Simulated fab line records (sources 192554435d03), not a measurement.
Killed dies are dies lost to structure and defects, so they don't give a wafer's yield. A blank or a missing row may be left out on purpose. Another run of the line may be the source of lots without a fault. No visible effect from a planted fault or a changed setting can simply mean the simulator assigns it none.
fab line records | flow n5-finfet | part 1 of 2: steps 1 to 25 of 30
record: lots: 5 wafers: 15 last-day: 17
route steps=1938 shown BEOL_M7@1323 BEOL_M8@1332
lots with no fault: from the same line, run without faults
start-h: the number of hours between the record's first day and the start of the first shown wafer of the lot | wait-h: hours elapsed since this lot's preceding step | " same as the row above | L1.1+2: a row that stands for several wafers | - no value, or no start given | * or withheld: withheld | < > ~ a bound
route shown NAME@n: a module of which the file shows steps, and the number in the route of the first | usual: mean/standard deviation of fault-free wafers | same: alike in all rows | chamber/n: place in a boat | sites: each site's reading | _std_site: their standard deviation | _edge_site: inner sites' mean taken away from outer sites' mean | radius-mm: for every site, how far away it sits from the centre of the wafer | mask NAME#n: copy n | behind: the tool/chamber that last shaped the wafer | hold: the reason the lot was held/the length of the hold in hours/how it ended | device: the transistor (n, p or np) that didn't switch | end of line: at the end of the route, the tests of the same wafers | a step without rows: its recipe alone | killed: at the first sort, the dies lost to defects and structure; wafer yield is something else | map: dies across one wafer; x = killed, . = not, _ = none there
set.NAME: the setting as run; set.NAME@STEP: as run at that earlier step | model.NAME: the simulator's own value behind a step, which no gauge read
lots at some steps of the route; a table a step, a row a wafer
services: the hour from which a tool's chamber was out of use, counted from the record's first day as start-h (under 0 if before that day), plus the number of hours and why
== steps ==
step: N5_BEOL_M7_SPUTTER_48
recipe: material: Cu target-thk-a: 100 temp-c: -20 bias-v: 60 power-w: 26000 chamber-pressure-pa: 0.13 time-s: 1.667
usual: chamber-pressure-pa: 0.13/0.00028 throttle-valve-pct: 29.9/1.1
same: time-s: 1.667
columns lot.wafer tool chamber start-h wait-h chamber-pressure-pa throttle-valve-pct
L080.1 pvd-sputter-02 - 239.80 0.1 0.13013 29.7
L080.2 " - " " 0.13006 29.9
L080.4 " - " " 0.13011 31.2
L085.2 pvd-sputter-01 - 280.51 0.1 0.13032 30.0
L085.4 " - " " 0.13039 29.7
L085.5 " - " " 0.13016 31.0
L088.1 pvd-sputter-01 - 287.88 0.1 0.12997 29.8
L088.2 " - " " 0.13 29.8
L088.6 " - " " 0.13025 29.8
L092.3 pvd-sputter-01 - 316.20 1.2 0.12966 29.4
L092.4 " - " " 0.13055 29.6
L092.6 " - " " 0.13004 29.4
L094.1 pvd-sputter-03 - 341.40 0.2 0.13 28.7
L094.2 " - " " 0.13006 28.5
L094.6 " - " " 0.13001 29.8
step: N5_BEOL_M7_ECD_50
recipe: material: Cu target-thk-a: 3000
columns lot.wafer tool chamber start-h wait-h
L080.1+2+4 ecd-cu-02 1,0,1 239.91 0.1
L085.2+4+5 ecd-cu-02 1,0,1 280.63 0.1
L088.1+2+6 ecd-cu-01 1,0,0 288.00 0.1
L092.3+4+6 ecd-cu-01 1,0,1 316.34 0.1
L094.1+2+6 ecd-cu-02 1,0,0 341.51 0.1
step: N5_BEOL_M7_ANNEAL_51
recipe: temp-c: 225 time-s: 90 ambient: N2
usual: anneal-temp-c: 225.02/0.14 wafer_temp_C_max: 225.89/0.29
same: time-s: 90
columns lot.wafer tool chamber start-h wait-h anneal-temp-c wafer_temp_C_max
L080.1 rtp-anneal-01 0 240.01 0.1 224.97 225.82
L080.2 " 0 " " 224.93 226.25
L080.4 " 0 " " 224.82 225.76
L085.2 rtp-anneal-02 0 280.77 0.1 225.05 225.86
L085.4 " 0 " " 224.88 226.10
L085.5 " 0 " " 225.30 225.86
L088.1 rtp-anneal-01 0 288.24 0.2 225.13 226.03
L088.2 " 0 " " 225.03 225.32
L088.6 " 0 " " 224.93 225.75
L092.3 rtp-anneal-02 0 316.59 0.2 224.91 226.21
L092.4 " 0 " " 224.89 226.05
L092.6 " 0 " " 224.83 226.25
L094.1 rtp-anneal-02 0 341.61 0.1 224.87 225.83
L094.2 " 0 " " 225.30 226.08
L094.6 " 0 " " 224.78 226.03
step: N5_BEOL_M7_CMP_52
recipe: stop-on: SiCOH_lowk t-overpolish-s: 6.9 down-force-psi: 1 platen-rpm: 50 clearing-platen-down-force-psi: 1.5 clearing-platen-rpm: 50 post-cmp-clean: cu-alkaline target-thk-nm: 80 clearing-platen-pad-velocity-m-s: 0.99484 pad-velocity-m-s: 0.99484
usual: barrier-field-endpoint-s: 29.2/0.87 clearing-platen-rpm: 50.000/0.023 edge-zone-pressure-frac: 0.999/0.0048 motor-current-A: 5.9/0.64 overpolish-run-s: 6.900/0.0091 platen-rpm: 50.00/0.037 time-to-endpoint-s: 63/3.4
same: t-overpolish-s: 6.9
columns lot.wafer tool chamber start-h wait-h barrier-field-endpoint-s clearing-platen-rpm edge-zone-pressure-frac motor-current-A overpolish-run-s platen-rpm time-to-endpoint-s
L080.1 cmp-02 1 240.34 0.3 27.9 50.003 0.994 6.4 6.894 49.96 60
L080.2 " 2 " " 29.0 50.003 0.999 6.9 6.904 50.01 64
L080.4 " 3 " " 28.3 50.002 0.995 5.7 6.897 49.99 59
L085.2 cmp-01 3 281.06 0.2 30.3 50.008 1.002 6.3 6.899 49.97 63
L085.4 " 0 " " 30.4 49.990 0.990 5.9 6.911 50.03 62
L085.5 " 3 " " 30.3 50.003 1.000 6.1 6.881 49.99 63
L088.1 cmp-03 2 288.55 0.3 27.3 49.996 0.997 7.6 6.906 49.91 59
L088.2 " 1 " " 27.1 50.024 0.999 5.8 6.907 50.00 60
L088.6 " 2 " " 28.1 50.074 1.004 7.7 6.908 49.96 57
L092.3 cmp-02 2 317.05 0.4 28.8 50.030 1.002 6.8 6.915 49.99 65
L092.4 " 0 " " 30.0 50.041 0.998 5.5 6.907 50.05 69
L092.6 " 2 " " 29.4 50.036 1.006 6.9 6.909 49.99 64
L094.2 cmp-02 3 341.99 0.3 30.1 50.016 1.003 5.6 6.898 50.04 63
L094.1 " 0 " " 30.2 50.021 1.003 5.7 6.895 49.97 67
L094.6 " 0 " " 30.1 49.982 1.001 5.3 6.918 49.98 65
step: N5_BEOL_M7_THK_MEAS_53
recipe: thk-meas-gauge: xrf reads: Cu_of_BEOL_M7_ECD_50
usual: M7_THK: 79.2/2.8
columns lot.wafer tool chamber start-h wait-h M7_THK[nm]
L080.1 film-metro-02 - 240.60 - 79.3
L080.2 " - " " 78.0
L080.4 " - " " 79.9
L085.2 film-metro-01 - 281.32 - 82.8
L085.4 " - " " 81.5
L085.5 " - " " 83.2
L088.1 film-metro-02 - 288.84 - 80.4
L088.2 " - " " 83.6
L088.6 " - " " 81.7
L092.3 film-metro-01 - 317.31 - 83.0
L092.4 " - " " 85.6
L092.6 " - " " 79.3
L094.1 film-metro-02 - 342.29 - 76.6
L094.2 " - " " 77.1
L094.6 " - " " 77.9
step: N5_BEOL_M7_PRE_CLEAN_55
recipe: gas: NH3 time-s: 15 temp-c: withheld rf-power-w: 300
usual: rf-fwd-power-W: 294.5/1.6
same: time-s: 15
columns lot.wafer tool chamber start-h wait-h rf-fwd-power-W
L080.1 pecvd-03 1 240.64 0.0 292.9
L080.2 " 0 " " 295.5
L080.4 " 1 " " 292.0
L085.2 pecvd-03 1 281.35 0.0 293.1
L085.4 " 2 " " 291.3
L085.5 " 0 " " 296.4
L088.1 pecvd-02 0 288.88 0.0 295.2
L088.2 " 1 " " 293.8
L088.6 " 2 " " 294.0
L092.3 pecvd-01 1 317.35 0.0 295.5
L092.4 " 0 " " 297.2
L092.6 " 1 " " 295.6
L094.1 pecvd-01 1 342.33 0.0 296.6
L094.2 " 0 " " 296.4
L094.6 " 1 " " 295.9
step: N5_BEOL_M7_DEP_56
recipe: material: SiCN target-thk-a: 100 temp-c: withheld precursor: 3MS/NH3 pressure-torr: 3 rf-w: 202 time-s: 17.5
usual: rf-fwd-power-W: 199.5/0.83 showerhead-plenum-p-Torr: 3.665/0.012 throttle-valve-pct: 9.1/0.48
same: time-s: 17.5
columns lot.wafer tool chamber start-h wait-h rf-fwd-power-W showerhead-plenum-p-Torr throttle-valve-pct
L080.1 pecvd-03 1 240.67 0.0 198.8 3.685 9.2
L080.2 " 0 " " 199.6 3.655 9.8
L080.4 " 1 " " 197.9 3.689 9.3
L085.2 pecvd-03 1 281.38 0.0 198.6 3.681 9.4
L085.4 " 2 " " 198.7 3.662 8.9
L085.5 " 0 " " 199.6 3.645 9.2
L088.1 pecvd-02 0 288.90 0.0 199.3 3.645 9.3
L088.2 " 1 " " 199.3 3.646 9.7
L088.6 " 2 " " 199.4 3.669 8.6
L092.3 pecvd-01 1 317.37 0.0 200.6 3.679 9.6
L092.4 " 0 " " 199.1 3.652 8.8
L092.6 " 1 " " 200.4 3.672 9.9
L094.1 pecvd-01 1 342.35 0.0 201.4 3.672 9.8
L094.2 " 0 " " 200.0 3.653 8.5
L094.6 " 1 " " 200.4 3.682 9.6
step: N5_BEOL_M7_RS_MEAS_57
recipe: thk-meas-gauge: four-point-probe reads: Cu_of_BEOL_M7_ECD_50+Co_of_BEOL_M7_CVD_78+TaN_of_BEOL_M7_ALD_77
usual: M7_RS: 0.286/0.013
columns lot.wafer tool chamber start-h wait-h M7_RS[ohm/sq]
L080.1 film-metro-01 - 240.76 0.1 0.283
L080.2 " - " " 0.289
L080.4 " - " " 0.280
L085.2 film-metro-02 - 281.45 0.1 0.273
L085.4 " - " " 0.277
L085.5 " - " " 0.270
L088.1 film-metro-01 - 288.97 0.1 0.277
L088.2 " - " " 0.266
L088.6 " - " " 0.272
L092.3 film-metro-01 - 317.44 0.1 0.271
L092.4 " - " " 0.262
L092.6 " - " " 0.285
L094.1 film-metro-02 - 342.42 0.1 0.296
L094.2 " - " " 0.295
L094.6 " - " " 0.289
step: N5_BEOL_M7_INSPECT_58
recipe: inspect-instrument: darkfield mode: post-dep
usual: raw-defect-count: 69/20
columns lot.wafer tool chamber start-h wait-h raw-defect-count
L080.1 defect-inspect-01 - 240.79 0.0 80
L080.2 " - " " 38
L080.4 " - " " 59
L085.2 defect-inspect-01 - 281.47 0.0 73
L085.4 " - " " 43
L085.5 " - " " 79
L088.1 defect-inspect-02 - 289.00 0.0 70
L088.2 " - " " 45
L088.6 " - " " 50
L092.3 defect-inspect-01 - 317.47 0.0 48
L092.4 " - " " 96
L092.6 " - " " 102
L094.1 defect-inspect-02 - 342.44 0.0 45
L094.2 " - " " 58
L094.6 " - " " 87
step: N5_BEOL_M8_ILD_DEP_00
recipe: material: SiCOH_lowk target-thk-a: 1797.5 temp-c: 300 precursor: DEMS/porogen pressure-torr: 5 rf-w: 500 time-s: 33.4
usual: heater-power-w: 312/72 rf-fwd-power-W: 494.4/1.9 showerhead-plenum-p-Torr: 5.738/0.014 throttle-valve-pct: 14.1/0.76
same: time-s: 33.4
columns lot.wafer tool chamber start-h wait-h heater-power-w rf-fwd-power-W showerhead-plenum-p-Torr throttle-valve-pct
L080.1 pecvd-02 0 240.82 0.0 342 493.7 5.741 14.8
L080.2 " 1 " " 279 492.5 5.740 14.6
L080.4 " 1 " " 267 493.0 5.727 14.5
L085.2 pecvd-02 1 281.51 0.0 280 494.0 5.715 14.6
L085.4 " 1 " " 295 492.6 5.742 14.8
L085.5 " 2 " " 255 492.8 5.727 13.1
L088.1 pecvd-04 0 289.04 0.0 270 496.0 5.729 15.1
L088.2 " 2 " " 208 490.4 5.733 12.0
L088.6 " 2 " " 220 490.4 5.731 12.3
L092.3 pecvd-03 2 317.50 0.0 304 494.0 5.738 14.0
L092.4 " 2 " " 234 493.6 5.729 14.1
L092.6 " 1 " " 358 494.0 5.757 14.0
L094.1 pecvd-03 2 342.48 0.0 275 494.9 5.737 14.3
L094.2 " 1 " " 326 492.3 5.749 14.1
L094.6 " 0 " " 463 495.0 5.732 14.5
step: N5_BEOL_M8_CURE_74
recipe: temp-c: 385 time-s: 240 ambient: He/Ar material: SiCOH_lowk
usual: lamp-power-pct: 52.31/0.057 wafer_temp_C_max: 387.0/0.87
same: time-s: 240
columns lot.wafer tool chamber start-h wait-h lamp-power-pct wafer_temp_C_max
L080.1 uv-cure-03 1 240.89 0.0 52.26 385.5
L080.2 " 1 " " 52.29 386.2
L080.4 " 1 " " 52.31 386.5
L085.2 uv-cure-02 0 281.65 0.1 52.26 387.7
L085.4 " 0 " " 52.35 387.5
L085.5 " 0 " " 52.29 387.9
L088.1 uv-cure-01 2 289.30 0.2 52.30 388.5
L088.2 " 2 " " 52.31 386.9
L088.6 " 2 " " 52.33 387.5
L092.3 uv-cure-03 0 317.73 0.2 52.36 387.2
L092.4 " 0 " " 52.35 387.8
L092.6 " 0 " " 52.37 387.8
L094.1 uv-cure-02 0 342.55 0.0 52.39 387.5
L094.2 " 0 " " 52.26 388.2
L094.6 " 0 " " 52.19 388.6
step: N5_BEOL_M8_THK_MEAS_01
recipe: reads: SiCOH_lowk_of_BEOL_M8_ILD_DEP_00
usual: M8_ILD_THK: 153.9/2.1
columns lot.wafer tool chamber start-h wait-h M8_ILD_THK[nm]
L080.1 film-metro-02 - 241.40 0.4 150.8
L080.2 " - " " 150.5
L080.4 " - " " 153.1
L085.2 film-metro-02 - 282.09 0.4 152.1
L085.4 " - " " 154.3
L085.5 " - " " 155.2
L088.1 film-metro-02 - 289.81 0.4 152.4
L088.2 " - " " 152.0
L088.6 " - " " 154.8
L092.3 film-metro-01 - 318.08 0.3 153.5
L092.4 " - " " 156.4
L092.6 " - " " 157.4
L094.1 film-metro-01 - 343.06 0.4 153.7
L094.2 " - " " 152.8
L094.6 " - " " 156.6
step: N5_BEOL_M8_PECVD_70
recipe: material: SiO2 target-thk-a: 200 temp-c: 400 precursor: TEOS/O2 pressure-torr: 5.5 rf-w: 450 teos-flow-sccm: 53.8 gas: O2 flow-sccm: 3000 time-s: 22.7
usual: heater-power-w: 703/120 rf-fwd-power-W: 444.4/1.7 showerhead-plenum-p-Torr: 8.77/0.045 throttle-valve-pct: 22.8/1.3
same: time-s: 22.7
columns lot.wafer tool chamber start-h wait-h heater-power-w rf-fwd-power-W showerhead-plenum-p-Torr throttle-valve-pct
L080.1 pecvd-02 1 241.44 0.0 642 444.4 8.72 23.6
L080.2 " 2 " " 647 444.5 8.77 21.5
L080.4 " 2 " " 656 445.2 8.80 21.4
L085.2 pecvd-03 1 282.12 0.0 827 444.6 8.87 22.6
L085.4 " 2 " " 680 441.4 8.78 22.4
L085.5 " 1 " " 785 443.4 8.90 22.7
L088.1 pecvd-03 1 289.85 0.0 721 442.6 8.87 22.7
L088.2 " 2 " " 703 444.0 8.76 22.9
L088.6 " 0 " " 1033 445.4 8.74 23.4
L092.3 pecvd-02 1 318.12 0.0 723 444.3 8.71 23.6
L092.4 " 2 " " 712 444.8 8.78 21.8
L092.6 " 1 " " 695 443.2 8.75 23.7
L094.1 pecvd-02 1 343.10 0.0 776 443.6 8.73 23.6
L094.2 " 2 " " 606 444.4 8.78 21.6
L094.6 " 1 " " 766 443.4 8.75 23.5
step: N5_BEOL_M8_HM_DEP_02
recipe: material: TiN target-thk-a: 200 temp-c: 25 chamber-pressure-pa: 0.49996
usual: chamber-pressure-pa: 0.4999/0.001 throttle-valve-pct: 29.9/0.96
columns lot.wafer tool chamber start-h wait-h chamber-pressure-pa throttle-valve-pct
L080.1 pvd-sputter-01 - 242.59 1.1 0.5013 31.2
L080.2 " - " " 0.4981 29.6
L080.4 " - " " 0.5004 30.0
L085.2 pvd-sputter-01 - 283.72 1.6 0.4987 29.8
L085.4 " - " " 0.5007 29.7
L085.5 " - " " 0.4991 29.8
L088.1 pvd-sputter-02 - 290.22 0.3 0.4990 29.4
L088.2 " - " " 0.5012 31.5
L088.6 " - " " 0.5001 29.8
L092.3 pvd-sputter-01 - 323.54 5.4 0.4984 30.9
L092.4 " - " " 0.4990 29.6
L092.6 " - " " 0.4991 29.6
L094.1 pvd-sputter-03 - 343.82 0.7 0.4993 29.7
L094.2 " - " " 0.5018 31.7
L094.6 " - " " 0.5008 31.9
step: N5_BEOL_M8_COAT_59
recipe: resist: SOC temp-c: 250 time-s: 60 spin-rpm: 1500 resist-thk-nm: 100
same: time-s: 60
columns lot.wafer tool chamber start-h wait-h
L080.1+2+4 litho-track-04 0 242.72 0.1
L085.2+4+5 litho-track-01 0 283.85 0.1
L088.1+2+6 litho-track-01 0 290.34 0.1
L092.3+4+6 litho-track-04 0 323.67 0.1
L094.1+2+6 litho-track-04 0 343.94 0.1
step: N5_BEOL_M8_COAT_60
recipe: resist: SiARC temp-c: 220 time-s: 60 spin-rpm: 1500 resist-thk-nm: 35
same: time-s: 60
columns lot.wafer tool chamber start-h wait-h
L080.1+2+4 litho-track-04 0 - -
L085.2+4+5 litho-track-01 0 - -
L088.1+2+6 litho-track-01 0 - -
L092.3+4+6 litho-track-04 0 - -
L094.1+2+6 litho-track-04 0 - -
step: N5_BEOL_M8_COAT_05
recipe: resist: CAR-ArF spin-rpm: 1500 resist-thk-nm: 90
columns lot.wafer tool chamber start-h wait-h
L080.1+2+4 litho-track-04 0 - -
L085.2+4+5 litho-track-01 0 - -
L088.1+2+6 litho-track-01 0 - -
L092.3+4+6 litho-track-04 0 - -
L094.1+2+6 litho-track-04 0 - -
step: N5_BEOL_M8_EBR_07
recipe: solvent: PGMEA ebr-width-mm: 1.5
columns lot.wafer tool chamber start-h wait-h
L080.1+2+4 litho-track-04 0 - -
L085.2+4+5 litho-track-01 0 - -
L088.1+2+6 litho-track-01 0 - -
L092.3+4+6 litho-track-04 0 - -
L094.1+2+6 litho-track-04 0 - -
step: N5_BEOL_M8_SOFTBAKE_06
recipe: temp-c: 110 time-s: 60 resist: CAR-ArF
same: time-s: 60
columns lot.wafer tool chamber start-h wait-h
L080.1+2+4 litho-track-04 0 - -
L085.2+4+5 litho-track-01 0 - -
L088.1+2+6 litho-track-01 0 - -
L092.3+4+6 litho-track-04 0 - -
L094.1+2+6 litho-track-04 0 - -
step: N5_BEOL_M8_EXPOSE_08
recipe: mask-id: M8 na: 1.35 source-shape: dipole sigma-inner: 0.817 sigma-outer: 0.97 polarization: te dose-mj: 68.25
same: na: 1.35
columns lot.wafer tool chamber start-h wait-h mask
L080.1+2+4 arfi-scanner-03 0 242.96 - M8#0
L085.2+4+5 arfi-scanner-01 0 284.10 - M8#0
L088.1+2+6 arfi-scanner-03 0 290.58 - M8#0
L092.3+4+6 arfi-scanner-03 0 323.80 - M8#0
L094.1+2+6 arfi-scanner-01 0 344.18 - M8#0
step: N5_BEOL_M8_PEB_09
recipe: peb-temp-c: withheld peb-time-s: 60 resist: CAR-ArF
columns lot.wafer tool chamber start-h wait-h
L080.1+2+4 litho-track-04 0 243.02 0.1
L085.2+4+5 litho-track-05 0 284.15 0.0
L088.1+2+6 litho-track-04 0 290.65 0.1
L092.3+4+6 litho-track-01 0 323.85 0.0
L094.1+2+6 litho-track-01 0 344.25 0.1
step: N5_BEOL_M8_DEVELOP_10
recipe: develop-time-s: 30 developer: TMAH resist: CAR-ArF rinse-liquid: diw dry: air-spin dev-temp-c: 23
columns lot.wafer tool chamber start-h wait-h
L080.1+2+4 litho-track-04 0 - -
L085.2+4+5 litho-track-05 0 - -
L088.1+2+6 litho-track-04 0 - -
L092.3+4+6 litho-track-01 0 - -
L094.1+2+6 litho-track-01 0 - -
step: N5_BEOL_M8_CD_MEAS_11
recipe: target-cd-nm: 38.5 landing-energy-ev: 500 detector: se-inlens polarity: opening
usual: cd-nm: 38.5/0.74
columns lot.wafer tool chamber start-h wait-h cd-nm
L080.1 cd-sem-03 0 243.09 - 38.2
L080.2 " 0 " " 39.7
L080.4 " 0 " " 38.8
L085.2 cd-sem-02 0 284.22 - 38.4
L085.4 " 0 " " 37.5
L085.5 " 0 " " 36.7
L088.1 cd-sem-01 0 290.71 - 38.4
L088.2 " 0 " " 39.1
L088.6 " 0 " " 38.0
L092.3 cd-sem-03 0 323.92 - 38.6
L092.4 " 0 " " 40.1
L092.6 " 0 " " 38.3
L094.1 cd-sem-02 0 344.31 - 38.2
L094.2 " 0 " " 39.0
L094.6 " 0 " " 38.7
step: N5_BEOL_M8_OVL_MEAS_12
recipe: points-per-wafer: 44
usual: M8_OVL: 0.2/0.63
columns lot.wafer tool chamber start-h wait-h M8_OVL[nm]
L080.1 overlay-01 0 243.12 0.0 0.0
L080.2 " 0 " " 1.2
L080.4 " 0 " " 0.6
L085.2 overlay-02 0 284.25 0.0 1.3
L085.4 " 0 " " -0.1
L085.5 " 0 " " -0.6
L088.1 overlay-01 0 290.74 0.0 -0.2
L088.2 " 0 " " -0.1
L088.6 " 0 " " 0.3
L092.3 overlay-02 0 323.95 0.0 -0.1
L092.4 " 0 " " -0.8
L092.6 " 0 " " -0.8
L094.1 overlay-01 0 344.34 0.0 0.8
L094.2 " 0 " " 0.3
L094.6 " 0 " " -0.2
step: N5_BEOL_M8_INSPECT_13
recipe: mode: adi inspect-instrument: brightfield
usual: raw-defect-count: 424/110
columns lot.wafer tool chamber start-h wait-h raw-defect-count
L080.1 defect-inspect-02 - 243.15 0.0 365
L080.2 " - " " 403
L080.4 " - " " 378
L085.2 defect-inspect-02 - 284.27 0.0 459
L085.4 " - " " 309
L085.5 " - " " 394
L088.1 defect-inspect-02 - 290.77 0.0 325
L088.2 " - " " 236
L088.6 " - " " 339
L092.3 defect-inspect-01 - 323.97 0.0 1073
L092.4 " - " " 642
L092.6 " - " " 660
L094.1 defect-inspect-01 - 344.37 0.0 440
L094.2 " - " " 649
L094.6 " - " " 434
